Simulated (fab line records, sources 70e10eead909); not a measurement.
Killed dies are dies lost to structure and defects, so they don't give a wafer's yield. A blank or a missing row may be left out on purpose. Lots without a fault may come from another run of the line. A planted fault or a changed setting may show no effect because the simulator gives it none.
fab line records | flow nand_harc
record lots=5 wafers=15 last_day=33
route steps=1302 shown A_ONON_D1@429 A_CHANNEL_HOLE_D1@450
lots that met no fault: from a run of the same line without faults
start_h: hours from the record's first day to the start of the lot's first wafer shown | wait_h: hours since the lot's step before | " the same as in the row above | L1.1+2: a row that stands for several wafers | - no value, or no start given | * or withheld: withheld | < > ~ a bound
route shown NAME@n: a module of which the file shows steps, and the number in the route of the first | usual: mean/standard deviation of fault-free wafers | same: alike in all rows | chamber/n: place in a boat | sites: the reading at each site | _std_site: their standard deviation | _edge_site: outer sites' mean less inner sites' | radius_mm: how far each site lies from the wafer's centre | mask NAME#n: copy n | behind: the tool/chamber that last shaped the wafer | hold: why the lot was held/for how many hours/how that ended | device: the transistor (n, p or np) that didn't switch | end of line: the same wafers' tests at the end of the route | a step without rows: its recipe alone | killed: dies lost to structure and defects at the first sort, not the wafer's yield | map: a wafer's dies, x killed, . not, _ none there
set.NAME: the setting as run; set.NAME@STEP: as run at that earlier step | model.NAME: the simulator's own value behind a step, which no gauge read
lots at some steps of the route; a table a step, a row a wafer
services: from which hour (start_h, from the record's first day; less than 0 if before it) a tool's chamber was out of use, for how many hours, and why
## steps
# step NHARC_A_ONON_D1_THK_MEAS_08
# recipe thk_meas_gauge=ellipsometry
# usual thk_nm=1001/12
# columns lot.wafer tool chamber start_h wait_h thk_nm
L076.2 film_metro-02 - 186.60 - 1011
L076.4 " - " " 1009
L076.6 " - " " 1010
L081.1 film_metro-01 - 228.69 - 999
L081.4 " - " " 998
L081.5 " - " " 999
L084.3 film_metro-02 - 255.47 - 1001
L084.4 " - " " 1004
L084.5 " - " " 1003
L085.2 film_metro-01 - 283.13 - 1026
L085.4 " - " " 1026
L085.5 " - " " 1029
L096.3 film_metro-01 - 382.88 - 978
L096.4 " - " " 976
L096.5 " - " " 976
# step NHARC_A_ONON_D1_DEP_09
# recipe target_thk_a=10000 n2_flow_sccm=2750 n2o_flow_sccm=2000 nh3_flow_sccm=500 sih4_flow_sccm=210 temp_c=400
# columns lot.wafer tool chamber start_h wait_h
L076.2+4+6 pecvd_onon-01 0 186.71 0.1
L081.1+4+5 pecvd_onon-01 0 228.75 0.1
L084.3+4+5 pecvd_onon-03 0 255.63 0.2
L085.2+4+5 pecvd_onon-03 0 283.24 0.1
L096.3+4+5 pecvd_onon-03 0 383.05 0.2
# step NHARC_A_ONON_D1_THK_MEAS_11
# recipe thk_meas_gauge=ellipsometry
# usual thk_nm=999/8.7
# columns lot.wafer tool chamber start_h wait_h thk_nm
L076.2 film_metro-01 - 187.16 - 1007
L076.4 " - " " 1004
L076.6 " - " " 1005
L081.1 film_metro-01 - 229.26 - 984
L081.4 " - " " 984
L081.5 " - " " 985
L084.3 film_metro-01 - 256.02 - 986
L084.4 " - " " 984
L084.5 " - " " 983
L085.2 film_metro-01 - 283.70 - 998
L085.4 " - " " 996
L085.5 " - " " 998
L096.3 film_metro-01 - 383.47 - 1004
L096.4 " - " " 1003
L096.5 " - " " 1004
# step NHARC_A_ONON_D1_DEP_12
# recipe target_thk_a=10000 n2_flow_sccm=2750 n2o_flow_sccm=2000 nh3_flow_sccm=500 sih4_flow_sccm=210 temp_c=400
# columns lot.wafer tool chamber start_h wait_h
L076.2+4+6 pecvd_onon-03 0 187.28 0.1
L081.1+4+5 pecvd_onon-04 0 229.32 0.1
L084.3+4+5 pecvd_onon-04 0 256.20 0.2
L085.2+4+5 pecvd_onon-04 0 283.81 0.1
L096.3+4+5 pecvd_onon-04 0 383.64 0.2
# step NHARC_A_ONON_D1_THK_MEAS_14
# recipe thk_meas_gauge=ellipsometry
# usual thk_nm=999/11
# columns lot.wafer tool chamber start_h wait_h thk_nm
L076.2 film_metro-02 - 187.73 - 992
L076.4 " - " " 994
L076.6 " - " " 992
L081.1 film_metro-02 - 229.84 - 1011
L081.4 " - " " 1012
L081.5 " - " " 1013
L084.3 film_metro-02 - 256.59 - 993
L084.4 " - " " 994
L084.5 " - " " 993
L085.2 film_metro-01 - 284.26 - 1014
L085.4 " - " " 1013
L085.5 " - " " 1014
L096.3 film_metro-01 - 384.04 - 993
L096.4 " - " " 996
L096.5 " - " " 995
# step NHARC_A_ONON_D1_ANNEAL_15
# recipe temp_c=750 time_s=3600
# usual spike_tc_top_C=765.0/1.8
# columns lot.wafer tool chamber start_h wait_h spike_tc_top_C
L076.2 furnace-02 0 191.12 3.4 764.3
L076.4 " 0 " " 764.3
L076.6 " 0 " " 766.0
L081.1 furnace-02 0 231.51 1.7 765.8
L081.4 " 0 " " 765.3
L081.5 " 0 " " 763.1
L084.3 furnace-02 0 263.67 7.1 766.6
L084.4 " 0 " " 764.1
L084.5 " 0 " " 764.6
L085.2 furnace-07 0 287.44 3.2 760.2
L085.4 " 0 " " 763.2
L085.5 " 0 " " 761.5
L096.3 furnace-02 0 387.43 3.4 764.3
L096.4 " 0 " " 764.9
L096.5 " 0 " " 765.0
# step NHARC_A_ONON_D1_DEP_16
# recipe target_thk_a=10000 n2_flow_sccm=2750 n2o_flow_sccm=2000 nh3_flow_sccm=500 sih4_flow_sccm=210 temp_c=400
# columns lot.wafer tool chamber start_h wait_h
L076.2+4+6 pecvd_onon-04 0 195.07 0.1
L081.1+4+5 pecvd_onon-04 0 235.47 0.1
L084.3+4+5 pecvd_onon-03 0 267.63 0.2
L085.2+4+5 pecvd_onon-01 0 291.41 0.1
L096.3+4+5 pecvd_onon-01 0 391.41 0.2
# step NHARC_A_ONON_D1_THK_MEAS_18
# recipe thk_meas_gauge=ellipsometry
# usual thk_nm=1001/9.2
# columns lot.wafer tool chamber start_h wait_h thk_nm
L076.2 film_metro-02 - 195.52 - 991
L076.4 " - " " 990
L076.6 " - " " 989
L081.1 film_metro-02 - 235.99 - 1017
L081.4 " - " " 1017
L081.5 " - " " 1015
L084.3 film_metro-02 - 268.03 - 1006
L084.4 " - " " 1008
L084.5 " - " " 1007
L085.2 film_metro-01 - 291.86 - 1016
L085.4 " - " " 1016
L085.5 " - " " 1016
L096.3 film_metro-01 - 391.80 - 999
L096.4 " - " " 998
L096.5 " - " " 999
# step NHARC_A_ONON_D1_DEP_19
# recipe target_thk_a=10000 n2_flow_sccm=2750 n2o_flow_sccm=2000 nh3_flow_sccm=500 sih4_flow_sccm=210 temp_c=400
# columns lot.wafer tool chamber start_h wait_h
L076.2+4+6 pecvd_onon-03 0 195.64 0.1
L081.1+4+5 pecvd_onon-04 0 236.04 0.1
L084.3+4+5 pecvd_onon-01 0 268.20 0.2
L085.2+4+5 pecvd_onon-04 0 291.97 0.1
L096.3+4+5 pecvd_onon-03 0 391.98 0.2
# step NHARC_A_ONON_D1_THK_MEAS_21
# recipe thk_meas_gauge=ellipsometry
# usual thk_nm=1000/7.4
# columns lot.wafer tool chamber start_h wait_h thk_nm
L076.2 film_metro-01 - 196.10 - 993
L076.4 " - " " 994
L076.6 " - " " 993
L081.1 film_metro-01 - 236.55 - 1003
L081.4 " - " " 1003
L081.5 " - " " 1002
L084.3 film_metro-01 - 268.59 - 1002
L084.4 " - " " 1001
L084.5 " - " " 1004
L085.2 film_metro-01 - 292.43 - 1000
L085.4 " - " " 999
L085.5 " - " " 1000
L096.3 film_metro-02 - 392.37 - 1004
L096.4 " - " " 1005
L096.5 " - " " 1003
# step NHARC_A_ONON_D1_DEP_22
# recipe target_thk_a=10000 n2_flow_sccm=2750 n2o_flow_sccm=2000 nh3_flow_sccm=500 sih4_flow_sccm=210 temp_c=400
# columns lot.wafer tool chamber start_h wait_h
L076.2+4+6 pecvd_onon-01 0 196.21 0.1
L081.1+4+5 pecvd_onon-04 0 236.61 0.1
L084.3+4+5 pecvd_onon-04 0 268.76 0.2
L085.2+4+5 pecvd_onon-03 0 292.54 0.1
L096.3+4+5 pecvd_onon-04 0 392.54 0.2
# step NHARC_A_ONON_D1_THK_MEAS_24
# recipe thk_meas_gauge=ellipsometry
# usual thk_nm=996/11
# columns lot.wafer tool chamber start_h wait_h thk_nm
L076.2 film_metro-02 - 196.66 - 985
L076.4 " - " " 987
L076.6 " - " " 985
L081.1 film_metro-01 - 237.12 - 999
L081.4 " - " " 999
L081.5 " - " " 999
L084.3 film_metro-02 - 269.18 - 993
L084.4 " - " " 994
L084.5 " - " " 994
L085.2 film_metro-02 - 293.00 - 991
L085.4 " - " " 991
L085.5 " - " " 992
L096.3 film_metro-01 - 392.94 - 998
L096.4 " - " " 999
L096.5 " - " " 997
# step NHARC_A_ONON_D1_DEP_25
# recipe target_thk_a=10000 n2_flow_sccm=2750 n2o_flow_sccm=2000 nh3_flow_sccm=500 sih4_flow_sccm=210 temp_c=400
# columns lot.wafer tool chamber start_h wait_h
L076.2+4+6 pecvd_onon-04 0 196.78 0.1
L081.1+4+5 pecvd_onon-04 0 237.18 0.1
L084.3+4+5 pecvd_onon-03 0 269.35 0.2
L085.2+4+5 pecvd_onon-01 0 293.11 0.1
L096.3+4+5 pecvd_onon-01 0 393.11 0.2
# step NHARC_A_ONON_D1_THK_MEAS_27
# recipe thk_meas_gauge=ellipsometry
# usual thk_nm=999/9.7
# columns lot.wafer tool chamber start_h wait_h thk_nm
L076.2 film_metro-01 - 197.23 - 999
L076.4 " - " " 999
L076.6 " - " " 1000
L081.1 film_metro-02 - 237.69 - 996
L081.4 " - " " 995
L081.5 " - " " 995
L084.3 film_metro-02 - 269.75 - 1014
L084.4 " - " " 1014
L084.5 " - " " 1014
L085.2 film_metro-02 - 293.56 - 998
L085.4 " - " " 996
L085.5 " - " " 996
L096.3 film_metro-01 - 393.50 - 993
L096.4 " - " " 993
L096.5 " - " " 993
# step NHARC_A_ONON_D1_DEP_28
# recipe target_thk_a=10000 n2_flow_sccm=2750 n2o_flow_sccm=2000 nh3_flow_sccm=500 sih4_flow_sccm=210 temp_c=400
# columns lot.wafer tool chamber start_h wait_h
L076.2+4+6 pecvd_onon-03 0 197.34 0.1
L081.1+4+5 pecvd_onon-04 0 237.75 0.1
L084.3+4+5 pecvd_onon-04 0 269.92 0.2
L085.2+4+5 pecvd_onon-04 0 293.67 0.1
L096.3+4+5 pecvd_onon-03 0 393.67 0.2
# step NHARC_A_ONON_D1_THK_MEAS_30
# recipe thk_meas_gauge=ellipsometry
# usual thk_nm=999/10
# columns lot.wafer tool chamber start_h wait_h thk_nm
L076.2 film_metro-01 - 197.80 - 1017
L076.4 " - " " 1019
L076.6 " - " " 1017
L081.1 film_metro-02 - 238.26 - 994
L081.4 " - " " 993
L081.5 " - " " 995
L084.3 film_metro-02 - 270.32 - 1008
L084.4 " - " " 1008
L084.5 " - " " 1008
L085.2 film_metro-02 - 294.13 - 990
L085.4 " - " " 991
L085.5 " - " " 991
L096.3 film_metro-01 - 394.06 - 1011
L096.4 " - " " 1011
L096.5 " - " " 1009
# step NHARC_A_ONON_D1_DEP_33
# recipe target_thk_a=2000 temp_c=400 pressure_torr=6.5 rf_w=900 teos_flow_sccm=161.4 flow_sccm=2650 target_thk_nm=200 gas=O2 material=SiO2
# usual heater_power_w=606/72 throttle_valve_pct=16.1/0.48
# columns lot.wafer tool chamber start_h wait_h heater_power_w throttle_valve_pct
L076.2 pecvd-02 1 197.94 0.1 691 16.4
L076.6 " 0 " " 559 16.8
L076.4 " 1 " " 678 16.3
L081.1 pecvd-04 2 238.36 0.1 520 16.4
L081.4 " 2 " " 526 16.5
L081.5 " 0 " " 527 16.9
L084.3 pecvd-02 2 270.42 0.1 563 15.4
L084.5 " 1 " " 643 15.1
L084.4 " 2 " " 569 15.6
L085.2 pecvd-02 2 294.23 0.1 695 15.7
L085.5 " 1 " " 727 15.7
L085.4 " 2 " " 685 15.8
L096.3 pecvd-04 2 394.22 0.2 612 16.1
L096.5 " 0 " " 600 16.6
L096.4 " 2 " " 451 16.2
# step NHARC_A_ONON_D1_THK_MEAS_34
# recipe thk_meas_gauge=ellipsometry
# usual thk_nm=200.3/2.4
# columns lot.wafer tool chamber start_h wait_h thk_nm
L076.2 film_metro-02 - 198.27 - 201.8
L076.4 " - " " 202.6
L076.6 " - " " 202.3
L081.1 film_metro-02 - 238.72 - 196.4
L081.4 " - " " 200.9
L081.5 " - " " 199.7
L084.3 film_metro-01 - 270.79 - 197.7
L084.4 " - " " 201.6
L084.5 " - " " 199.7
L085.2 film_metro-02 - 294.60 - 199.5
L085.4 " - " " 203.0
L085.5 " - " " 201.1
L096.3 film_metro-02 - 394.55 - 198.9
L096.4 " - " " 202.0
L096.5 " - " " 202.9
# step NHARC_A_ONON_D1_INSPECT_32
# usual raw_defect_count=70/25
# columns lot.wafer tool chamber start_h wait_h raw_defect_count
L076.2 defect_inspect-02 - 198.33 0.0 45
L076.4 " - " " 39
L076.6 " - " " 20
L081.1 defect_inspect-02 - 238.79 0.0 146
L081.4 " - " " 65
L081.5 " - " " 65
L084.3 defect_inspect-01 - 270.87 0.0 45
L084.4 " - " " 68
L084.5 " - " " 83
L085.2 defect_inspect-02 - 294.69 0.0 51
L085.4 " - " " 41
L085.5 " - " " 42
L096.3 defect_inspect-02 - 394.63 0.0 93
L096.4 " - " " 73
L096.5 " - " " 62
# step NHARC_A_CHANNEL_HOLE_D1_DEP_00
# recipe target_thk_a=31000 temp_c=400 material=aC
# usual throttle_valve_pct=35.000/0.0092
# columns lot.wafer tool chamber start_h wait_h throttle_valve_pct
L076.2 acl_dep-02 0 207.35 9.0 34.992
L076.4 " 0 " " 35.013
L076.6 " 0 " " 35.002
L081.1 acl_dep-03 0 238.85 0.1 35.009
L081.4 " 0 " " 34.994
L081.5 " 0 " " 35.006
L084.3 acl_dep-03 0 271.58 0.7 34.991
L084.4 " 0 " " 34.999
L084.5 " 0 " " 35.007
L085.2 acl_dep-01 0 295.80 1.1 35.001
L085.4 " 0 " " 35.013
L085.5 " 0 " " 34.998
L096.3 acl_dep-03 0 395.33 0.7 35.003
L096.4 " 0 " " 34.982
L096.5 " 0 " " 35.034
# step NHARC_A_CHANNEL_HOLE_D1_DEP_01
# recipe target_thk_a=1400 target_thk_nm=140 temp_c=400 pressure_torr=3.5 flow_sccm=200 rf_w=350 material=SiON
# usual heater_power_w=812/65
# columns lot.wafer tool chamber start_h wait_h heater_power_w
L076.2 pecvd-03 0 208.94 1.3 683
L076.4 " 1 " " 866
L076.6 " 2 " " 665
L081.1 pecvd-02 1 240.80 1.6 899
L081.5 " 1 " " 922
L081.4 " 0 " " 728
L084.3 pecvd-01 0 273.30 1.4 702
L084.4 " 0 " " 711
L084.5 " 1 " " 860
L085.2 pecvd-02 0 297.40 1.3 723
L085.5 " 0 " " 729
L085.4 " 2 " " 860
L096.3 pecvd-01 1 396.68 1.0 900
L096.4 " 0 " " 819
L096.5 " 1 " " 936
# step NHARC_A_CHANNEL_HOLE_D1_DEHYDRATE_02
# recipe temp_c=150 time_s=120
# columns lot.wafer tool chamber start_h wait_h
L076.2+4+6 litho_track-01 0 209.21 0.2
L081.1+4+5 litho_track-06 0 241.07 0.2
L084.3+4+5 litho_track-04 0 273.57 0.2
L085.2+4+5 litho_track-04 0 297.67 0.2
L096.3+4+5 litho_track-06 0 396.89 0.2
# step NHARC_A_CHANNEL_HOLE_D1_HMDS_03
# recipe time_s=30
# columns lot.wafer tool chamber start_h wait_h
L076.2+4+6 litho_track-01 0 - -
L081.1+4+5 litho_track-06 0 - -
L084.3+4+5 litho_track-04 0 - -
L085.2+4+5 litho_track-04 0 - -
L096.3+4+5 litho_track-06 0 - -
# step NHARC_A_CHANNEL_HOLE_D1_COAT_36
# recipe temp_c=260 time_s=75
# columns lot.wafer tool chamber start_h wait_h
L076.2+4+6 litho_track-01 0 - -
L081.1+4+5 litho_track-06 0 - -
L084.3+4+5 litho_track-04 0 - -
L085.2+4+5 litho_track-04 0 - -
L096.3+4+5 litho_track-06 0 - -
# step NHARC_A_CHANNEL_HOLE_D1_COAT_37
# recipe temp_c=225 time_s=65
# columns lot.wafer tool chamber start_h wait_h
L076.2+4+6 litho_track-01 0 - -
L081.1+4+5 litho_track-06 0 - -
L084.3+4+5 litho_track-04 0 - -
L085.2+4+5 litho_track-04 0 - -
L096.3+4+5 litho_track-06 0 - -
# step NHARC_A_CHANNEL_HOLE_D1_COAT_04
# recipe spin_rpm=1500 resist_thk_nm=90
# usual spin_speed_rpm=1500.0/1.1
# columns lot.wafer tool chamber start_h wait_h spin_speed_rpm
L076.2 litho_track-01 0 - - 1498.2
L076.4 " 0 " " 1499.7
L076.6 " 0 " " 1499.3
L081.1 litho_track-06 0 - - 1499.7
L081.4 " 0 " " 1499.4
L081.5 " 0 " " 1501.2
L084.3 litho_track-04 0 - - 1501.7
L084.4 " 0 " " 1498.5
L084.5 " 0 " " 1500.3
L085.2 litho_track-04 0 - - 1502.0
L085.4 " 0 " " 1503.3
L085.5 " 0 " " 1498.5
L096.3 litho_track-06 0 - - 1499.5
L096.4 " 0 " " 1501.7
L096.5 " 0 " " 1500.3
# step NHARC_A_CHANNEL_HOLE_D1_SOFTBAKE_05
# recipe temp_c=105 time_s=55
# columns lot.wafer tool chamber start_h wait_h
L076.2+4+6 litho_track-01 0 - -
L081.1+4+5 litho_track-06 0 - -
L084.3+4+5 litho_track-04 0 - -
L085.2+4+5 litho_track-04 0 - -
L096.3+4+5 litho_track-06 0 - -
# step NHARC_A_CHANNEL_HOLE_D1_EBR_06
# columns lot.wafer tool chamber start_h wait_h
L076.2+4+6 litho_track-01 0 - -
L081.1+4+5 litho_track-06 0 - -
L084.3+4+5 litho_track-04 0 - -
L085.2+4+5 litho_track-04 0 - -
L096.3+4+5 litho_track-06 0 - -
# step NHARC_A_CHANNEL_HOLE_D1_EXPOSE_07
# recipe na=1.35 target_cd_nm=100 sigma_outer=0.3 dose_mj=59.65 mask_id=HOLE_D1
# columns lot.wafer tool chamber start_h wait_h mask
L076.2+4+6 arfi_scanner-03 0 209.40 - HOLE_D1#0
L081.1+4+5 arfi_scanner-03 0 241.39 - HOLE_D1#0
L084.3+4+5 arfi_scanner-02 0 273.89 - HOLE_D1#0
L085.2+4+5 arfi_scanner-01 0 297.98 - HOLE_D1#0
L096.3+4+5 arfi_scanner-02 0 397.21 - HOLE_D1#0
# step NHARC_A_CHANNEL_HOLE_D1_PEB_08
# recipe peb_temp_c=100 peb_time_s=65
# columns lot.wafer tool chamber start_h wait_h
L076.2+4+6 litho_track-06 0 209.46 0.1
L081.1+4+5 litho_track-01 0 241.45 0.1
L084.3+4+5 litho_track-01 0 273.95 0.0
L085.2+4+5 litho_track-06 0 298.04 0.1
L096.3+4+5 litho_track-01 0 397.27 0.0
# step NHARC_A_CHANNEL_HOLE_D1_DEVELOP_09
# recipe develop_time_s=35 dev_temp_c=23
# usual developer_temp_C=23.00/0.11
# same develop_time_s=35
# columns lot.wafer tool chamber start_h wait_h developer_temp_C
L076.2 litho_track-06 0 - - 22.78
L076.4 " 0 " " 22.96
L076.6 " 0 " " 22.96
L081.1 litho_track-01 0 - - 23.25
L081.4 " 0 " " 23.07
L081.5 " 0 " " 22.94
L084.3 litho_track-01 0 - - 22.87
L084.4 " 0 " " 23.11
L084.5 " 0 " " 22.82
L085.2 litho_track-06 0 - - 23.11
L085.4 " 0 " " 23.02
L085.5 " 0 " " 23.06
L096.3 litho_track-01 0 - - 23.08
L096.4 " 0 " " 23.09
L096.5 " 0 " " 22.98
# step NHARC_A_CHANNEL_HOLE_D1_CD_MEAS_10
# recipe target_cd_nm=100 landing_energy_ev=500
# usual cd_nm=100.1/0.57
# columns lot.wafer tool chamber start_h wait_h cd_nm
L076.2 cd_sem-01 0 209.54 - 99.7
L076.4 " 0 " " 99.8
L076.6 " 0 " " 100.5
L081.1 cd_sem-03 0 241.53 - 100.7
L081.4 " 0 " " 100.8
L081.5 " 0 " " 100.8
L084.3 cd_sem-02 0 274.03 - 101.1
L084.4 " 0 " " 100.7
L084.5 " 0 " " 101.5
L085.2 cd_sem-02 0 298.12 - 99.2
L085.4 " 0 " " 99.0
L085.5 " 0 " " 99.0
L096.3 cd_sem-02 0 397.35 - 101.0
L096.4 " 0 " " 100.7
L096.5 " 0 " " 100.2
# step NHARC_A_CHANNEL_HOLE_D1_OVL_MEAS_11
# usual overlay_x_nm=-0.3/1 overlay_y_nm=-0.1/0.74
# columns lot.wafer tool chamber start_h wait_h overlay_x_nm overlay_y_nm
L076.2 overlay-02 - 209.62 - 1.9 0.2
L076.4 " - " " 1.9 1.0
L076.6 " - " " 2.1 0.6
L081.1 overlay-01 - 241.62 - -1.1 -0.6
L081.4 " - " " -0.7 -0.6
L081.5 " - " " -1.0 -1.2
L084.3 overlay-01 - 274.11 - -1.1 -0.4
L084.4 " - " " -0.9 -0.8
L084.5 " - " " -1.2 0.1
L085.2 overlay-02 - 298.21 - -0.9 -0.3
L085.4 " - " " -1.0 -0.6
L085.5 " - " " -0.7 -0.2
L096.3 overlay-01 - 397.43 - -1.3 -0.1
L096.4 " - " " -1.5 -1.3
L096.5 " - " " -1.1 -1.0
# step NHARC_A_CHANNEL_HOLE_D1_INSPECT_12
# usual raw_defect_count=5.1/2.8
# columns lot.wafer tool chamber start_h wait_h raw_defect_count
L076.2 defect_inspect-01 - 209.66 0.0 10
L076.4 " - " " 1
L076.6 " - " " 4
L081.1 defect_inspect-01 - 241.66 0.0 7
L081.4 " - " " 4
L081.5 " - " " 4
L084.3 defect_inspect-02 - 274.15 0.0 2
L084.4 " - " " 1
L084.5 " - " " 4
L085.2 defect_inspect-01 - 298.24 0.0 4
L085.4 " - " " 1
L085.5 " - " " 2
L096.3 defect_inspect-01 - 397.47 0.0 6
L096.4 " - " " 4
L096.5 " - " " 4
# step NHARC_A_CHANNEL_HOLE_D1_DESCUM_15
# recipe time_s=3 o2_flow_sccm=200 ar_flow_sccm=0 bias_power_w=0 chemistry=O2
# usual drypump_motor_current_A=5.7/0.47 oes_product_au=1.000/0.0089 rf_vpp_V=57.7/0.87 showerhead_plenum_p_Torr=1.89/0.079 throttle_valve_pct=11.312/0.0085
# columns lot.wafer tool chamber start_h wait_h drypump_motor_current_A oes_product_au rf_hours_counter_h rf_vpp_V showerhead_plenum_p_Torr throttle_valve_pct
L076.4 rie_diel-12 2 209.72 0.1 5.7 0.988 31 58.1 1.93 11.305
L076.2 " 0 " " 6.1 1.009 32 56.9 1.88 11.309
L076.6 " 3 " " 6.0 0.997 - 57.8 1.96 11.312
L081.4 rie_diel-10 3 241.72 0.1 5.0 1.001 54 58.2 1.97 11.316
L081.1 " 0 " " 5.6 1.003 58 57.0 1.80 11.301
L081.5 " 0 " " 5.7 1.008 - 57.3 1.80 11.307
L084.3 rie_diel-01 0 274.21 0.1 5.1 0.994 5 56.4 1.78 11.308
L084.4 " 3 " " 5.2 1.003 5 57.6 1.87 11.310
L084.5 " 1 " " 6.5 1.006 - 57.6 2.02 11.299
L085.4 rie_diel-10 2 298.30 0.1 5.9 1.001 20 57.2 2.00 11.299
L085.2 " 3 " " 5.0 1.004 22 60.0 1.96 11.330
L085.5 " 3 " " 5.0 1.008 - 57.5 1.96 11.306
L096.3 rie_diel-01 1 397.53 0.1 6.5 1.004 2 59.3 2.02 11.315
L096.5 " 3 " " 5.3 1.005 - 57.5 1.86 11.310
L096.4 " 0 " " 5.1 1.021 - 56.3 1.78 11.317
# step NHARC_A_CHANNEL_HOLE_D1_ETCH_38
# recipe target_depth_a=390 over_etch_frac=0.3 time_s=65 ion_energy_ev=80 cf4_flow_sccm=150 ar_flow_sccm=0 rf_w=300 bias_w=100 chemistry=CF4
# usual cf4_flow_sccm=150.1/0.5 drypump_motor_current_A=5.7/0.47 oes_product_au=1.001/0.0091 rf_vpp_V=150.9/1.2 showerhead_plenum_p_Torr=1.75/0.069 throttle_valve_pct=13.284/0.0096
# columns lot.wafer tool chamber start_h wait_h cf4_flow_sccm drypump_motor_current_A oes_product_au rf_hours_counter_h rf_vpp_V showerhead_plenum_p_Torr throttle_valve_pct
L076.4 rie_diel-12 3 209.81 0.1 149.9 6.0 0.984 31 151.4 1.81 13.278
L076.2 " 0 " " 150.4 6.1 1.002 32 149.3 1.74 13.288
L076.6 " 2 " " 150.8 5.8 0.978 - 150.6 1.79 13.280
L081.1 rie_diel-10 3 241.81 0.1 150.4 5.0 1.017 54 151.5 1.82 13.285
L081.4 " 2 " " 149.6 5.9 1.008 48 151.9 1.85 13.275
L081.5 " 3 " " 150.0 5.0 1.002 - 151.9 1.82 13.296
L084.4 rie_diel-01 3 274.30 0.1 150.2 5.3 1.018 5 150.4 1.73 13.291
L084.3 " 0 " " 150.3 5.1 1.008 5 150.6 1.66 13.270
L084.5 " 2 " " 149.3 5.4 1.006 - 150.0 1.65 13.302
L085.2 rie_diel-10 2 298.40 0.1 149.9 6.0 1.007 20 152.3 1.84 13.299
L085.4 " 3 " " 149.6 5.0 1.002 22 151.9 1.81 13.292
L085.5 " 1 " " 150.0 6.5 1.014 - 151.0 1.77 13.284
L096.3 rie_diel-01 3 397.64 0.1 149.6 5.2 1.006 2 151.1 1.73 13.289
L096.5 " 1 " " 149.6 6.5 1.006 - 152.5 1.86 13.282
L096.4 " 0 " " 151.0 5.1 1.003 - 149.3 1.65 13.281
# step NHARC_A_CHANNEL_HOLE_D1_ETCH_39
# recipe target_depth_a=2600 over_etch_frac=0.3 time_s=325 ion_energy_ev=200 n2_flow_sccm=150 h2_flow_sccm=150 ar_flow_sccm=0 rf_w=400 bias_w=150 chemistry=N2/H2
# usual drypump_motor_current_A=5.8/0.48 oes_product_au=1.001/0.008 rf_vpp_V=429.9/2.6 showerhead_plenum_p_Torr=2.02/0.089 throttle_valve_pct=14.172/0.0091
# columns lot.wafer tool chamber start_h wait_h drypump_motor_current_A oes_product_au rf_hours_counter_h rf_vpp_V showerhead_plenum_p_Torr throttle_valve_pct
L076.2 rie_diel-12 2 - - 5.8 1.001 31 429.7 2.06 14.171
L076.4 " 0 " " 6.1 1.020 32 429.0 2.00 14.166
L076.6 " 1 " " 5.9 0.997 - 429.6 2.05 14.163
L081.1 rie_diel-10 3 - - 5.0 1.001 54 433.1 2.10 14.157
L081.4 " 1 " " 6.5 1.006 49 430.3 2.05 14.179
L081.5 " 3 " " 5.0 1.004 - 432.5 2.10 14.167
L084.4 rie_diel-01 2 - - 5.5 0.996 5 427.3 1.89 14.159
L084.3 " 3 " " 5.3 1.004 5 428.8 1.99 14.193
L084.5 " 3 " " 5.2 0.996 - 429.3 1.99 14.178
L085.4 rie_diel-10 3 - - 5.0 1.003 23 432.9 2.09 14.170
L085.2 " 0 " " 5.7 1.009 22 428.1 1.91 14.159
L085.5 " 1 " " 6.5 1.016 - 430.1 2.04 14.163
L096.3 rie_diel-01 3 - - 5.3 0.997 2 429.8 1.99 14.184
L096.4 " 3 " " 5.3 0.999 - 428.9 1.99 14.168
L096.5 " 0 " " 5.1 1.012 - 425.1 1.90 14.183
# step NHARC_A_CHANNEL_HOLE_D1_ETCH_34
# recipe target_depth_a=1540 time_s=77 cf4_flow_sccm=100 chf3_flow_sccm=30 ar_flow_sccm=0 rf_w=500 bias_w=200 chemistry=CF4/CHF3
# usual cf4_flow_sccm=100.0/0.33 drypump_motor_current_A=5.8/0.48 oes_product_au=0.948/0.021 rf_vpp_V=370.3/2.3 showerhead_plenum_p_Torr=1.56/0.064 throttle_valve_pct=16.802/0.0092
# columns lot.wafer tool chamber start_h wait_h cf4_flow_sccm drypump_motor_current_A oes_product_au rf_hours_counter_h rf_vpp_V showerhead_plenum_p_Torr throttle_valve_pct
L076.2 rie_diel-12 2 - - 99.8 5.8 0.913 32 372.9 1.59 16.803
L076.4 " 3 " " 100.2 6.0 0.928 31 371.6 1.61 16.814
L076.6 " 3 " " 100.2 6.0 0.924 - 372.2 1.61 16.815
L081.1 rie_diel-10 1 - - 99.8 6.5 0.945 49 370.9 1.58 16.791
L081.4 " 2 " " 99.4 5.9 0.941 49 373.3 1.65 16.788
L081.5 " 0 " " 100.2 5.7 0.917 - 368.1 1.49 16.806
L084.4 rie_diel-01 0 - - 100.6 5.1 0.928 5 368.1 1.47 16.796
L084.3 " 3 " " 100.2 5.3 0.934 5 368.5 1.54 16.809
L084.5 " 1 " " 99.5 6.5 0.939 - 373.8 1.66 16.811
L085.2 rie_diel-10 3 - - 100.0 5.0 0.971 23 372.9 1.61 16.817
L085.4 " 0 " " 99.8 5.6 0.979 22 366.3 1.48 16.810
L085.5 " 1 " " 100.1 6.5 0.980 - 372.4 1.57 16.797
L096.3 rie_diel-01 1 - - 99.6 6.5 0.962 2 373.9 1.65 16.800
L096.4 " 3 " " 100.1 5.2 0.950 - 369.6 1.54 16.818
L096.5 " 1 " " 99.8 6.5 0.965 - 373.6 1.65 16.808
## services
# columns tool chamber start_h hours kind
rie_diel-10 1 174.13 8.7 repair
rie_diel-10 2 174.26 11.2 repair
litho_track-06 - 179.00 7.0 pm
rie_diel-12 - 193.82 1.0 repair
rie_diel-12 0 198.39 11.0 repair
litho_track-04 - 203.00 7.0 pm
rie_diel-01 - 204.12 9.0 pm
pecvd_onon-03 - 227.39 13.0 pm
pecvd-02 - 227.73 13.0 pm
rie_diel-10 - 242.59 9.0 pm
rie_diel-12 2 255.26 8.2 repair
pecvd-02 - 260.28 3.9 repair
rie_diel-12 3 268.97 7.0 repair
pecvd_onon-01 - 269.20 13.0 pm
rie_diel-12 - 269.86 9.0 pm
pecvd_onon-04 - 311.18 13.0 pm
rie_diel-01 1 313.07 5.4 repair
litho_track-01 - 330.00 7.0 pm
litho_track-06 - 354.00 7.0 pm
rie_diel-01 0 363.34 11.2 repair
litho_track-04 - 378.00 7.0 pm
rie_diel-01 - 381.12 9.0 pm
pecvd_onon-01 - 383.33 6.7 repair
rie_diel-10 2 393.98 2.7 repair
## key
fault none
